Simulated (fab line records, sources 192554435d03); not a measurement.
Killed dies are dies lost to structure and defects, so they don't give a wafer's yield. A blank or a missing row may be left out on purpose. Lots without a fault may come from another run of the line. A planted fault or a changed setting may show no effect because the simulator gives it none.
fab line records | flow n5_finfet | part 1 of 2: steps 1 to 20 of 33
record lots=5 wafers=15 last_day=18
route steps=1938 shown BEOL_M1@756
lots that met no fault: from a run of the same line without faults
start_h: hours from the record's first day to the start of the lot's first wafer shown | wait_h: hours since the lot's step before | " the same as in the row above | L1.1+2: a row that stands for several wafers | - no value, or no start given | * or withheld: withheld | < > ~ a bound
route shown NAME@n: a module of which the file shows steps, and the number in the route of the first | usual: mean/standard deviation of fault-free wafers | same: alike in all rows | chamber/n: place in a boat | sites: the reading at each site | _std_site: their standard deviation | _edge_site: outer sites' mean less inner sites' | radius_mm: how far each site lies from the wafer's centre | mask NAME#n: copy n | behind: the tool/chamber that last shaped the wafer | hold: why the lot was held/for how many hours/how that ended | device: the transistor (n, p or np) that didn't switch | end of line: the same wafers' tests at the end of the route | a step without rows: its recipe alone | killed: dies lost to structure and defects at the first sort, not the wafer's yield | map: a wafer's dies, x killed, . not, _ none there
set.NAME: the setting as run; set.NAME@STEP: as run at that earlier step | model.NAME: the simulator's own value behind a step, which no gauge read
lots at some steps of the route; a table a step, a row a wafer
services: from which hour (start_h, from the record's first day; less than 0 if before it) a tool's chamber was out of use, for how many hours, and why
## steps
# step N5_BEOL_M1_COAT_62
# recipe resist=SiARC temp_c=220 time_s=60 spin_rpm=1500 resist_thk_nm=12
# usual plate_temp_C=219.98/0.16
# columns lot.wafer tool chamber start_h wait_h plate_temp_C
L077.2 litho_track-02 0 - - 220.20
L077.3 " 0 " " 219.95
L077.6 " 0 " " 219.79
L076.2 litho_track-04 0 - - 219.87
L076.3 " 0 " " 219.82
L076.6 " 0 " " 220.02
L079.2 litho_track-02 0 - - 219.48
L079.3 " 0 " " 219.66
L079.5 " 0 " " 219.65
L081.2 litho_track-03 0 - - 220.19
L081.5 " 0 " " 220.24
L081.6 " 0 " " 220.18
L091.3 litho_track-03 0 - - 220.00
L091.4 " 0 " " 220.01
L091.5 " 0 " " 219.93
# step N5_BEOL_M1_COAT_73
# recipe resist=underlayer temp_c=205 time_s=60 spin_rpm=1500 resist_thk_nm=5
# usual plate_temp_C=205.01/0.16
# columns lot.wafer tool chamber start_h wait_h plate_temp_C
L077.2 litho_track-02 0 - - 205.25
L077.3 " 0 " " 205.21
L077.6 " 0 " " 204.96
L076.2 litho_track-04 0 - - 204.90
L076.3 " 0 " " 204.77
L076.6 " 0 " " 205.16
L079.2 litho_track-02 0 - - 204.95
L079.3 " 0 " " 205.20
L079.5 " 0 " " 205.03
L081.2 litho_track-03 0 - - 204.75
L081.5 " 0 " " 205.07
L081.6 " 0 " " 204.90
L091.3 litho_track-03 0 - - 204.90
L091.4 " 0 " " 204.89
L091.5 " 0 " " 204.77
# step N5_BEOL_M1_COAT_05
# recipe resist=CAR-EUV spin_rpm=1500 resist_thk_nm=30
# columns lot.wafer tool chamber start_h wait_h
L077.2+3+6 litho_track-02 0 - -
L076.2+3+6 litho_track-04 0 - -
L079.2+3+5 litho_track-02 0 - -
L081.2+5+6 litho_track-03 0 - -
L091.3+4+5 litho_track-03 0 - -
# step N5_BEOL_M1_EBR_07
# recipe solvent=PGMEA ebr_width_mm=1.5
# columns lot.wafer tool chamber start_h wait_h
L077.2+3+6 litho_track-02 0 - -
L076.2+3+6 litho_track-04 0 - -
L079.2+3+5 litho_track-02 0 - -
L081.2+5+6 litho_track-03 0 - -
L091.3+4+5 litho_track-03 0 - -
# step N5_BEOL_M1_SOFTBAKE_06
# recipe temp_c=110 time_s=60 resist=CAR-EUV
# usual plate_temp_C=109.99/0.13
# columns lot.wafer tool chamber start_h wait_h plate_temp_C
L077.2 litho_track-02 0 - - 109.96
L077.3 " 0 " " 109.96
L077.6 " 0 " " 110.03
L076.2 litho_track-04 0 - - 110.11
L076.3 " 0 " " 110.03
L076.6 " 0 " " 109.84
L079.2 litho_track-02 0 - - 109.76
L079.3 " 0 " " 109.80
L079.5 " 0 " " 109.85
L081.2 litho_track-03 0 - - 109.62
L081.5 " 0 " " 109.88
L081.6 " 0 " " 109.89
L091.3 litho_track-03 0 - - 110.03
L091.4 " 0 " " 109.91
L091.5 " 0 " " 110.10
# step N5_BEOL_M1_EXPOSE_08
# recipe mask_id=M1 na=0.33 source_shape=dipole sigma_inner=0.369 sigma_outer=0.767 polarization=unpolarized dose_mj=33
# columns lot.wafer tool chamber start_h wait_h mask
L077.2+3+6 euv_scanner-02 0 139.58 - M1#0
L076.2+3+6 euv_scanner-02 0 143.30 - M1#0
L079.2+3+5 euv_scanner-02 0 158.88 - M1#0
L081.2+5+6 euv_scanner-02 0 167.25 - M1#0
L091.3+4+5 euv_scanner-02 0 224.22 - M1#0
# step N5_BEOL_M1_PEB_09
# recipe peb_temp_c=100 peb_time_s=60 resist=CAR-EUV
# usual plate_temp_C=100.02/0.13
# columns lot.wafer tool chamber start_h wait_h plate_temp_C
L077.2 litho_track-04 0 139.64 0.0 100.02
L077.3 " 0 " " 100.16
L077.6 " 0 " " 99.87
L076.2 litho_track-03 0 143.35 0.0 100.05
L076.3 " 0 " " 99.84
L076.6 " 0 " " 99.98
L079.2 litho_track-04 0 158.93 0.0 100.20
L079.3 " 0 " " 100.05
L079.5 " 0 " " 100.10
L081.2 litho_track-04 0 167.31 0.0 99.78
L081.5 " 0 " " 99.80
L081.6 " 0 " " 99.87
L091.3 litho_track-03 0 224.27 0.0 99.99
L091.4 " 0 " " 100.00
L091.5 " 0 " " 100.22
# step N5_BEOL_M1_DEVELOP_10
# recipe develop_time_s=30 developer=TMAH resist=CAR-EUV rinse_liquid=surfactant_rinse dry=air_spin dev_temp_c=23
# same develop_time_s=30
# columns lot.wafer tool chamber start_h wait_h
L077.2+3+6 litho_track-04 0 - -
L076.2+3+6 litho_track-03 0 - -
L079.2+3+5 litho_track-04 0 - -
L081.2+5+6 litho_track-04 0 - -
L091.3+4+5 litho_track-03 0 - -
# step N5_BEOL_M1_CD_MEAS_11
# recipe target_cd_nm=17.05 landing_energy_ev=500 detector=se_inlens polarity=opening
# usual cd_nm=17.00/0.28
# columns lot.wafer tool chamber start_h wait_h cd_nm
L077.2 cd_sem-02 0 139.70 - 17.35
L077.3 " 0 " " 16.74
L077.6 " 0 " " 17.79
L076.2 cd_sem-03 0 143.42 - 16.79
L076.3 " 0 " " 16.54
L076.6 " 0 " " 16.84
L079.2 cd_sem-01 0 159.00 - 16.79
L079.3 " 0 " " 17.17
L079.5 " 0 " " 16.99
L081.2 cd_sem-02 0 167.37 - 17.07
L081.5 " 0 " " 17.41
L081.6 " 0 " " 17.36
L091.3 cd_sem-02 0 224.34 - 16.86
L091.4 " 0 " " 16.94
L091.5 " 0 " " 17.01
# step N5_BEOL_M1_OVL_MEAS_12
# recipe points_per_wafer=522
# usual M1_OVL=0.1/0.64
# columns lot.wafer tool chamber start_h wait_h M1_OVL[nm]
L077.2 overlay-02 0 139.74 0.0 0.9
L077.3 " 0 " " 0.2
L077.6 " 0 " " 1.1
L076.2 overlay-02 0 143.45 0.0 0.2
L076.3 " 0 " " -1.1
L076.6 " 0 " " -0.8
L079.2 overlay-02 0 159.03 0.0 0.7
L079.3 " 0 " " 0.1
L079.5 " 0 " " 0.5
L081.2 overlay-01 0 167.41 0.0 -0.3
L081.5 " 0 " " -0.4
L081.6 " 0 " " -0.3
L091.3 overlay-01 0 224.38 0.0 0.4
L091.4 " 0 " " -0.5
L091.5 " 0 " " 0.3
# step N5_BEOL_M1_INSPECT_13
# recipe mode=adi inspect_instrument=brightfield
# usual raw_defect_count=406/91
# columns lot.wafer tool chamber start_h wait_h raw_defect_count
L077.2 defect_inspect-02 - 139.79 0.0 411
L077.3 " - " " 404
L077.6 " - " " 462
L076.2 defect_inspect-01 - 143.51 0.0 233
L076.3 " - " " 315
L076.6 " - " " 322
L079.2 defect_inspect-01 - 159.09 0.0 290
L079.3 " - " " 277
L079.5 " - " " 322
L081.2 defect_inspect-02 - 167.46 0.0 437
L081.5 " - " " 562
L081.6 " - " " 514
L091.3 defect_inspect-01 - 224.43 0.0 397
L091.4 " - " " 356
L091.5 " - " " 461
# step N5_BEOL_M1_DESCUM_16
# recipe chemistry=O2 time_s=7 source_power_w=50 bias_power_w=20 pressure_mtorr=20 rf_frequency_hz=2.712e+07 temp_c=40 resist=CAR-EUV o2_flow_sccm=225
# usual drypump_motor_current_A=5.7/0.48 o2_flow_sccm=225.0/0.72 oes_product_au=0.80/0.095 rf_vpp_V=243.3/1.3 showerhead_plenum_p_Torr=2.10/0.079 throttle_valve_pct=20.47/0.24
# columns lot.wafer tool chamber start_h wait_h drypump_motor_current_A o2_flow_sccm oes_product_au rf_hours_counter_h rf_vpp_V showerhead_plenum_p_Torr throttle_valve_pct
L077.2 rie_diel-02 2 139.84 0.0 5.3 223.3 0.82 103 242.8 2.03 20.45
L077.3 " 3 " " 5.2 224.9 0.93 27 243.7 2.12 20.59
L077.6 " 1 " " 6.5 224.2 0.91 - 244.5 2.23 20.28
L076.2 rie_diel-02 3 143.54 0.0 5.2 224.8 0.92 28 243.7 2.12 20.59
L076.3 " 1 " " 6.6 223.9 0.91 14 245.6 2.23 20.27
L076.6 " 0 " " 6.1 225.6 0.70 - 242.6 2.13 20.09
L079.2 rie_diel-02 2 159.12 0.0 5.3 225.9 0.82 107 241.3 2.03 20.44
L079.3 " 1 " " 6.5 225.7 0.91 17 245.7 2.23 20.29
L079.5 " 0 " " 6.1 226.2 0.70 - 245.1 2.13 20.08
L081.2 rie_diel-06 1 167.52 0.1 6.5 224.6 0.76 169 243.3 2.09 20.77
L081.5 " 3 " " 6.0 224.5 0.72 - 242.7 1.98 20.60
L081.6 " 2 " " 6.1 223.8 0.95 - 243.0 2.14 20.53
L091.3 rie_diel-02 1 224.46 0.0 6.6 225.3 0.87 39 244.9 2.22 20.30
L091.4 " 2 " " 5.3 225.0 0.79 130 241.9 2.02 20.47
L091.5 " 0 " " 6.1 225.8 0.96 - 244.5 2.13 19.67
# step N5_BEOL_M1_ETCH_74
# recipe chemistry=N2/H2 target=underlayer target_depth_a=65 mask_material=CAR-EUV time_s=5.2 ion_energy_ev=200 pressure_mtorr=30 source_w=840 bias_w=150 n2_flow_sccm=200 h2_flow_sccm=200 ends=cleared
# usual drypump_motor_current_A=5.8/0.48 etch_rf_on_time_s=5.14/0.12 oes_product_au=0.69/0.081 rf_vpp_V=524/3.1 showerhead_plenum_p_Torr=2.56/0.1 throttle_valve_pct=17.96/0.22
# columns lot.wafer tool chamber start_h wait_h drypump_motor_current_A etch_rf_on_time_s oes_product_au rf_hours_counter_h rf_vpp_V showerhead_plenum_p_Torr throttle_valve_pct
L077.2 rie_diel-02 2 139.87 0.0 5.3 5.07 0.70 103 521 2.45 17.80
L077.3 " 3 " " 5.2 5.02 0.80 27 526 2.59 18.16
L077.6 " 1 " " 6.6 5.18 0.79 - 529 2.72 17.77
L076.2 rie_diel-02 3 143.57 0.0 5.3 5.05 0.79 28 529 2.59 18.18
L076.3 " 1 " " 6.5 5.20 0.78 14 527 2.72 17.78
L076.6 " 0 " " 6.2 5.10 0.60 - 526 2.62 17.83
L079.2 rie_diel-02 2 159.16 0.0 5.3 5.07 0.70 107 520 2.45 17.80
L079.3 " 1 " " 6.6 5.18 0.78 17 530 2.71 17.78
L079.5 " 0 " " 6.1 5.12 0.60 - 526 2.62 17.81
L081.2 rie_diel-06 1 167.55 0.0 6.5 5.08 0.65 169 525 2.52 18.12
L081.5 " 3 " " 6.0 5.22 0.61 - 520 2.40 18.02
L081.6 " 2 " " 6.1 5.37 0.80 - 529 2.60 17.86
L091.3 rie_diel-02 1 224.49 0.0 6.6 5.13 0.73 39 530 2.71 17.79
L091.4 " 2 " " 5.3 5.05 0.67 130 523 2.44 17.83
L091.5 " 0 " " 6.1 4.98 0.84 - 526 2.62 17.35
# step N5_BEOL_M1_ETCH_63
# recipe chemistry=CF4 target=SiARC target_depth_a=156 mask_material=CAR-EUV time_s=26 ion_energy_ev=80 pressure_mtorr=40 source_w=545 bias_w=36 Ar_flow_sccm=100 cf4_flow_sccm=100 ends=cleared
# usual drypump_motor_current_A=5.7/0.48 etch_rf_on_time_s=25.8/0.64 oes_product_au=0.69/0.082 rf_vpp_V=184.2/1.2 showerhead_plenum_p_Torr=2.15/0.075 throttle_valve_pct=15.64/0.24
# columns lot.wafer tool chamber start_h wait_h drypump_motor_current_A etch_rf_on_time_s oes_product_au rf_hours_counter_h rf_vpp_V showerhead_plenum_p_Torr throttle_valve_pct
L077.2 rie_diel-02 2 139.89 0.0 5.3 25.1 0.71 103 183.7 2.07 15.56
L077.3 " 3 " " 5.2 25.0 0.80 27 183.2 2.18 15.72
L077.6 " 1 " " 6.6 25.4 0.79 - 185.2 2.26 15.31
L076.2 rie_diel-02 3 143.59 0.0 5.2 24.9 0.79 28 184.1 2.18 15.75
L076.3 " 1 " " 6.5 25.7 0.79 14 185.4 2.26 15.32
L076.6 " 0 " " 6.1 25.4 0.61 - 185.7 2.21 15.51
L079.2 rie_diel-02 2 159.17 0.0 5.3 25.5 0.70 107 185.4 2.07 15.57
L079.3 " 1 " " 6.6 26.0 0.78 17 186.0 2.26 15.32
L079.5 " 0 " " 6.1 25.5 0.61 - 184.3 2.20 15.50
L081.2 rie_diel-06 1 167.57 0.0 6.5 25.3 0.65 169 183.3 2.12 15.91
L081.5 " 3 " " 5.9 26.6 0.60 - 183.3 2.05 15.94
L081.6 " 2 " " 6.1 26.7 0.80 - 184.5 2.19 15.62
L091.3 rie_diel-02 1 224.51 0.0 6.6 25.7 0.74 39 185.2 2.25 15.37
L091.4 " 2 " " 5.3 25.4 0.68 130 182.8 2.06 15.63
L091.5 " 0 " " 6.1 24.8 0.85 - 185.8 2.20 15.00
# step N5_BEOL_M1_ETCH_64
# recipe chemistry=N2/H2 target=SOC target_depth_a=750 overetch_a=150 mask_material=SiARC temp_c=40 time_s=112.5 ion_energy_ev=200 pressure_mtorr=30 source_w=840 bias_w=150 n2_flow_sccm=200 h2_flow_sccm=200
# usual drypump_motor_current_A=5.8/0.48 oes_product_au=0.63/0.071 rf_vpp_V=524.3/2.9 showerhead_plenum_p_Torr=2.56/0.1 throttle_valve_pct=17.92/0.22
# columns lot.wafer tool chamber start_h wait_h drypump_motor_current_A oes_product_au rf_hours_counter_h rf_vpp_V showerhead_plenum_p_Torr throttle_valve_pct
L077.2 rie_diel-02 2 139.92 0.0 5.3 0.64 103 521.8 2.45 17.75
L077.3 " 3 " " 5.3 0.73 27 525.0 2.59 18.11
L077.6 " 1 " " 6.6 0.72 - 528.8 2.72 17.73
L076.2 rie_diel-02 3 143.62 0.0 5.2 0.72 28 524.6 2.59 18.09
L076.3 " 1 " " 6.6 0.72 14 529.5 2.72 17.72
L076.6 " 0 " " 6.1 0.55 - 526.0 2.62 17.78
L079.2 rie_diel-02 2 159.20 0.0 5.3 0.63 107 521.7 2.45 17.76
L079.3 " 1 " " 6.5 0.72 17 528.5 2.72 17.74
L079.5 " 0 " " 6.2 0.55 - 526.1 2.62 17.79
L081.2 rie_diel-06 1 167.60 0.0 6.5 0.60 169 523.5 2.52 18.10
L081.5 " 3 " " 6.0 0.57 - 519.8 2.40 17.99
L081.6 " 2 " " 6.1 0.75 - 526.5 2.60 17.85
L091.3 rie_diel-02 1 224.54 0.0 6.6 0.69 39 529.6 2.71 17.79
L091.4 " 2 " " 5.3 0.62 130 522.9 2.44 17.80
L091.5 " 0 " " 6.1 0.76 - 526.1 2.62 17.33
# step N5_BEOL_M1_STRIP_65
# recipe chemistry=N2/H2 temp_c=40 n2_flow_sccm=200 h2_flow_sccm=200 rf_frequency_hz=6e+07
# columns lot.wafer tool chamber start_h wait_h
L077.2+3+6 rie_diel-02 2,3,1 140.02 0.1
L076.2+3+6 rie_diel-02 3,1,0 143.73 0.1
L079.2+3+5 rie_diel-02 2,1,0 159.31 0.1
L081.2+5+6 rie_diel-06 1,3,2 167.71 0.1
L091.3+4+5 rie_diel-02 1,2,0 224.65 0.1
# step N5_BEOL_M1_STRIP_75
# recipe chemistry=N2/H2 temp_c=40 n2_flow_sccm=200 h2_flow_sccm=200 rf_frequency_hz=6e+07
# columns lot.wafer tool chamber start_h wait_h
L077.2+3+6 rie_diel-02 2,3,1 140.03 0.0
L076.2+3+6 rie_diel-02 3,1,0 143.74 0.0
L079.2+3+5 rie_diel-02 2,1,0 159.32 0.0
L081.2+5+6 rie_diel-06 1,3,2 167.72 0.0
L091.3+4+5 rie_diel-02 1,2,0 224.66 0.0
# step N5_BEOL_M1_STRIP_66
# recipe chemistry=CF4 resist=SiARC power_w=300 bias_power_w=75 pressure_mtorr=50 cf4_flow_sccm=150 rf_frequency_hz=6e+07
# usual drypump_motor_current_A=5.7/0.48 oes_product_au=0.79/0.089 rf_vpp_V=271.4/1.6 showerhead_plenum_p_Torr=1.80/0.063 throttle_valve_pct=13.60/0.24
# columns lot.wafer tool chamber start_h wait_h drypump_motor_current_A oes_product_au rf_hours_counter_h rf_vpp_V showerhead_plenum_p_Torr throttle_valve_pct
L077.2 rie_diel-02 2 140.04 0.0 5.3 0.80 103 269.2 1.73 13.48
L077.3 " 3 " " 5.2 0.91 27 271.5 1.82 13.65
L077.6 " 1 " " 6.6 0.91 - 273.8 1.89 13.27
L076.2 rie_diel-02 3 143.75 0.0 5.2 0.90 28 272.4 1.82 13.65
L076.3 " 1 " " 6.5 0.90 14 274.0 1.89 13.26
L076.6 " 0 " " 6.2 0.69 - 272.3 1.85 13.49
L079.2 rie_diel-02 2 159.33 0.0 5.3 0.79 107 270.2 1.73 13.53
L079.3 " 1 " " 6.5 0.90 17 273.7 1.89 13.27
L079.5 " 0 " " 6.2 0.69 - 271.0 1.85 13.50
L081.2 rie_diel-06 1 167.73 0.0 6.5 0.75 169 271.4 1.77 13.88
L081.5 " 3 " " 6.0 0.70 - 269.2 1.72 13.88
L081.6 " 2 " " 6.1 0.94 - 272.8 1.84 13.59
L091.3 rie_diel-02 1 224.67 0.0 6.6 0.85 39 273.1 1.88 13.33
L091.4 " 2 " " 5.3 0.78 130 270.4 1.72 13.56
L091.5 " 0 " " 6.1 0.96 - 270.7 1.84 12.95
# step N5_BEOL_M1_HM_OPEN_17
# recipe chemistry=Cl2/BCl3 target_depth_a=200 overetch_a=60 target=TiN mask_material=SOC ion_energy_ev=150 pressure_mtorr=10 icp_w=1000 bias_w=126 Cl2_flow_sccm=53.25 bcl3_flow_sccm=21.75 Ar_flow_sccm=25
# usual drypump_motor_current_A=5.3/0.39 oes_product_au=0.65/0.11 throttle_valve_pct=22.2/0.36
# columns lot.wafer tool chamber start_h wait_h drypump_motor_current_A oes_product_au rf_hours_counter_h throttle_valve_pct
L077.2 rie_metal-02 0 140.09 0.0 5.9 0.70 28 21.6
L077.3 " 1 " " 5.1 0.78 - 22.1
L077.6 " 1 " " 5.1 0.77 - 22.1
L076.2 rie_metal-02 1 143.79 0.0 5.1 0.77 10 22.1
L076.3 " 1 " " 5.1 0.78 - 22.1
L076.6 " 1 " " 5.1 0.78 - 22.1
L079.2 rie_metal-03 0 159.37 0.0 5.0 0.76 7 21.9
L079.3 " 1 " " 5.4 0.69 - 22.2
L079.5 " 0 " " 5.0 0.77 - 21.9
L081.2 rie_metal-01 1 167.77 0.0 5.6 0.52 123 22.7
L081.5 " 0 " " 4.8 0.51 - 22.6
L081.6 " 1 " " 5.6 0.52 - 22.7
L091.3 rie_metal-03 1 224.74 0.1 5.4 0.68 - 22.2
L091.4 " 0 " " 5.0 0.74 - 21.9
L091.5 " 1 " " 5.4 0.69 - 22.2
# step N5_BEOL_M1_STRIP_19
# recipe chemistry=O2 power_w=400 temp_c=40 pressure_mtorr=30 rf_frequency_hz=6e+07 bias_power_w=0 overash_fraction=0.2 o2_flow_sccm=225
# usual drypump_motor_current_A=5.8/0.46 o2_flow_sccm=225.0/0.65 oes_product_au=0.79/0.092 rf_vpp_V=3.7/0.45 showerhead_plenum_p_Torr=2.10/0.08 throttle_valve_pct=16.75/0.22
# columns lot.wafer tool chamber start_h wait_h drypump_motor_current_A o2_flow_sccm oes_product_au rf_hours_counter_h rf_vpp_V showerhead_plenum_p_Torr throttle_valve_pct
L077.2 rie_diel-02 3 140.20 0.1 5.2 223.5 0.93 27 3.1 2.12 16.77
L077.3 " 2 " " 5.3 225.5 0.83 103 3.9 2.03 16.67
L077.6 " 0 " " 6.1 225.4 0.70 - 2.9 2.14 16.42
L076.2 rie_diel-02 3 143.90 0.1 5.2 224.8 0.93 28 3.9 2.12 16.77
L076.3 " 1 " " 6.5 224.6 0.92 14 3.7 2.24 16.48
L076.6 " 2 " " 5.3 224.3 0.82 - 4.2 2.03 16.66
L079.2 rie_diel-05 0 159.48 0.1 5.8 225.0 0.70 244 3.4 2.05 16.90
L079.3 " 3 " " 5.2 225.1 0.71 194 3.1 2.10 16.50
L079.5 " 2 " " 6.0 224.6 0.77 - 3.7 2.18 17.03
L081.2 rie_diel-06 2 168.00 0.2 6.1 224.0 0.94 7 3.1 2.14 16.70
L081.5 " 3 " " 6.0 225.0 0.70 - 4.3 1.99 16.90
L081.6 " 2 " " 6.1 223.0 0.95 - 3.3 2.14 16.73
L091.3 rie_diel-02 3 224.82 0.1 5.2 224.2 0.88 54 3.7 2.11 16.81
L091.4 " 2 " " 5.3 225.0 0.80 130 3.9 2.02 16.70
L091.5 " 1 " " 6.6 226.1 0.86 - 4.1 2.23 16.52
